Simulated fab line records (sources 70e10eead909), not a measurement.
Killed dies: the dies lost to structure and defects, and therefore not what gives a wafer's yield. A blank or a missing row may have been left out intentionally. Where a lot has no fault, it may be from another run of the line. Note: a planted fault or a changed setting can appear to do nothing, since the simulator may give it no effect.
Which of the tools did it?	flow nandHarc	36 wafers from 12 lots sampled at 5 of the route's 1159 steps

== WHAT THE GAUGES READ, wafer by wafer ==
NHARC_END_SORT_01.
lot	measured	on	defectLimitedYield (%)	killedAtArray	killedAtOther	killedAtPeriphery	killedDies	killedOpen	killedShort	sort_bin_2_pct (%)	sort_bin_3_pct (%)	sort_bin_4_pct (%)	sortNPass	sortRimYieldPct (%)	sortYieldPct (%)
L482	day 22 14:53	prober-02	96.5 95.3 96.5	19 25 22	0 0 0	5 7 2	24 32 24	3 2 2	1 2 1	1.2 1.2 1.2	0 0.59 0	2.4 3.0 2.4	653 645 653	99.1 98.1 95.3	96.5 95.3 96.5
L483	day 22 22:43	prober-01	96.0 95.6 95.1	22 29 30	3 0 2	2 1 1	27 30 33	3 1 3	0 0 2	1.2 1.5 1.2	0 0 0.15	2.8 3.0 3.5	650 647 644	93.4 96.2 93.4	96.0 95.6 95.1
L484	day 22 14:57	prober-01	96.2 94.8 94.2	21 32 33	0 0 1	5 3 5	26 35 39	4 2 3	3 3 2	1.3 2.1 1.6	0.15 0.30 0.30	2.4 2.8 3.8	651 642 638	97.2 97.2 97.2	96.2 94.8 94.2

== WHAT TOOL EACH LOT RAN ON (gives the tool, then ch and the chambers of the sampled wafers, and finally the start) ==
lot	NHARC_P_CONTACT_STRIP_28	NHARC_P_CONTACT_PVD_32	NHARC_P_M0_PVD_20	NHARC_P_M0_DEP_32
L473	rieDiel-08 ch 0,1,2, day 5 23:59	pvdSputter-03, day 6 05:23 or earlier	pvdSputter-02, day 6 05:23	pecvd-01 ch 1,2, day 6 07:03
L474	rieDiel-01 ch 1,2,3, day 6 07:58	pvdSputter-03, day 6 12:37 or earlier	pvdSputter-02, day 6 12:37	pecvd-03 ch 0,1, day 6 14:18
L476	rieDiel-05 ch 0,1,3, day 7 00:44	pvdSputter-02, day 7 05:39 or earlier	pvdSputter-02, day 7 05:39	pecvd-01 ch 0,1,2, day 7 07:16
L479	rieDiel-01 ch 1,2, day 7 15:17	pvdSputter-03, day 7 19:46 or earlier	pvdSputter-02, day 7 19:46	pecvd-03 ch 0,1,2, day 7 21:51
L482	rieDiel-05 ch 0,1,3, day 8 09:08	pvdSputter-02, day 8 13:30 or earlier	pvdSputter-01, day 8 13:30	pecvd-03 ch 0,1,2, day 8 15:50
L483	rieDiel-05 ch 0,1,2, day 8 20:44	pvdSputter-03, day 9 03:47 or earlier	pvdSputter-01, day 9 03:47	pecvd-02 ch 1,2, day 9 05:23
L484	rieDiel-01 ch 2,3, day 8 23:19	pvdSputter-01, day 9 04:56 or earlier	pvdSputter-03, day 9 04:56	pecvd-02 ch 0,2, day 9 06:30
L486	rieDiel-05 ch 0,2,3, day 9 10:21	pvdSputter-01, day 9 19:27 or earlier	pvdSputter-01, day 9 19:27	pecvd-01 ch 0,1,2, day 9 21:26
L487	rieDiel-05 ch 0,2, day 9 18:20	pvdSputter-03, day 10 02:43 or earlier	pvdSputter-01, day 10 02:43	pecvd-02 ch 0,2, day 10 04:21
L491	rieDiel-01 ch 1,2, day 10 16:44	pvdSputter-02, day 10 21:10 or earlier	pvdSputter-02, day 10 21:10	pecvd-03 ch 0,1,2, day 10 23:04
L492	rieDiel-01 ch 0,3, day 10 17:02	pvdSputter-01, day 10 21:34 or earlier	pvdSputter-02, day 10 21:34	pecvd-03 ch 0,1,2, day 10 23:28
L494	rieDiel-05 ch 0,1,3, day 11 08:06	pvdSputter-03, day 11 12:26 or earlier	pvdSputter-01, day 11 12:26	pecvd-03 ch 1,2, day 11 14:03
- NHARC_P_CONTACT_STRIP_28: strips in O2.
- NHARC_P_CONTACT_PVD_32: deposits Ti, target thk 5 nm, time 17.7 s.
- NHARC_P_M0_PVD_20: deposits TaN, target thk 5 nm, time 8.06 s.
- NHARC_P_M0_DEP_32: deposits SiCN, target thk 30 nm.

== AS READ BY THE TOOLS THEMSELVES (means over the sampled wafers that have a number; for cases with no such wafer, the mark the record gives instead) ==
NHARC_P_CONTACT_STRIP_28.
lot	tool	drypumpMotorCurrentA (A)	oesProductAu (a.u.)	rfVppV (V)	showerheadPlenumPTorr (Torr)	throttleValvePct (%)
L473	rieDiel-08	6.1	1.000	57.5	3.50	17.037
L474	rieDiel-01	5.9	1.006	57.0	3.44	17.032
L476	rieDiel-05	6.3	0.986	58.1	3.56	17.041
L479	rieDiel-01	6.1	0.991	57.1	3.48	17.035
L482	rieDiel-05	6.3	0.987	57.9	3.55	17.046
L483	rieDiel-05	6.1	0.982	57.6	3.64	17.028
L484	rieDiel-01	5.6	1.005	57.0	3.40	17.030
L486	rieDiel-05	6.0	0.989	57.4	3.54	17.039
L487	rieDiel-05	5.8	0.988	57.3	3.63	17.031
L491	rieDiel-01	5.6	1.007	57.8	3.45	17.042
L492	rieDiel-01	5.5	0.995	56.9	3.35	17.036
L494	rieDiel-05	6.3	0.976	58.2	3.55	17.029

NHARC_P_CONTACT_PVD_32.
lot	tool	throttleValvePct (%)
L473	pvdSputter-03	31.2
L474	pvdSputter-03	30.1
L476	pvdSputter-02	29.3
L479	pvdSputter-03	29.9
L482	pvdSputter-02	31.0
L483	pvdSputter-03	30.0
L484	pvdSputter-01	30.4
L486	pvdSputter-01	30.3
L487	pvdSputter-03	29.8
L491	pvdSputter-02	29.9
L492	pvdSputter-01	30.7
L494	pvdSputter-03	29.7

NHARC_P_M0_PVD_20.
lot	tool	throttleValvePct (%)
L473	pvdSputter-02	30.6
L474	pvdSputter-02	30.8
L476	pvdSputter-02	30.7
L479	pvdSputter-02	30.1
L482	pvdSputter-01	30.7
L483	pvdSputter-01	30.5
L484	pvdSputter-03	31.0
L486	pvdSputter-01	30.0
L487	pvdSputter-01	29.8
L491	pvdSputter-02	30.6
L492	pvdSputter-02	30.0
L494	pvdSputter-01	29.9

NHARC_P_M0_DEP_32.
lot	tool	heaterPowerW (W)
L473	pecvd-01	534
L474	pecvd-03	528
L476	pecvd-01	567
L479	pecvd-03	551
L482	pecvd-03	525
L483	pecvd-02	610
L484	pecvd-02	607
L486	pecvd-01	509
L487	pecvd-02	660
L491	pecvd-03	526
L492	pecvd-03	537
L494	pecvd-03	545

== THE ANSWER, worked out from the rows above alone ==
Rule: usual is defined by the lots themselves. The widest of any qualifying gaps counts: lots, ordered by their means at a reading, are off when they make up no more than a third of the lots, leave a main group of 4 or more, and stand apart from it by 3 or more times the standard deviation of that group's means. The tables above print the reading to a certain number of digits; a main group whose means all agree to those digits is not used. Also off: a lot with no number at a reading for which 4 or more lots have one. The other lots that the step has rows for count as sound. First the gauges in route order, then the tools' own readings, where a lot's mean is used as printed above. The first step at which some lot is off is used, and at that step the reading that is off furthest; a lot without a number counts as furthest.
Across all readings shown, no lot is off: no conclusion can be drawn from this.

== WHAT THE SIMULATOR PUT IN ==
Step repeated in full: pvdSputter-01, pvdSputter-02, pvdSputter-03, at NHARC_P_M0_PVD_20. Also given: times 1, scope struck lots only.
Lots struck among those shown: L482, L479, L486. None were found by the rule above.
